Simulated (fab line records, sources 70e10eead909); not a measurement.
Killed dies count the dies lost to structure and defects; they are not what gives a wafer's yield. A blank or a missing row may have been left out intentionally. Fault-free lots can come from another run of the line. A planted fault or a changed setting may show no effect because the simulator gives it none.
Which tool did it?    flow nandHarc    at 1 step of a route of 1302, 12 lots with 36 wafers sampled

## WHAT THE GAUGES SHOWED, per wafer
NHARC_A_M0_INSPECT_27.
lot   measured      on                rawDefectCount
L075  day 22 05:50  defectInspect-01  385 480 341
L078  day 22 22:34  defectInspect-02  557 547 473
L080  day 24 07:17  defectInspect-02  569 705 601
L081  day 25 08:45  defectInspect-02  627 626 493
L083  day 26 00:53  defectInspect-01  748 636 444
L085  day 26 09:13  defectInspect-01  466 601 519
L087  day 27 03:46  defectInspect-02  489 459 424
L089  day 27 11:37  defectInspect-02  669 618 578
L092  day 29 02:14  defectInspect-01  432 465 390
L094  day 30 07:11  defectInspect-01  764 593 573
L096  day 30 21:07  defectInspect-02  314 450 294
L097  day 31 07:21  defectInspect-01  557 418 606

## WHICH TOOL RAN EACH LOT (tool, then ch and the chambers of the sampled wafers, then the start)
Before these readings, the record contains no process step.

## THE ANSWER, worked out from the rows above alone
Rule: the lots themselves supply what counts as usual. The widest of any qualifying gaps counts: lots, ordered by their means at a reading, are off when they make up no more than a third of the lots, leave a main group of 4 or more, and stand apart from it by 3 or more times the standard deviation of that group's means. If all means in a main group match to the digits the tables above print for the reading, that group is not used. Also off: a lot with no number at a reading for which 4 or more lots have one. Any other lot the step has rows for is counted as sound.
No lot is off on any of the readings shown, so nothing can be concluded from this.

## WHAT THE SIMULATOR HAD INSERTED
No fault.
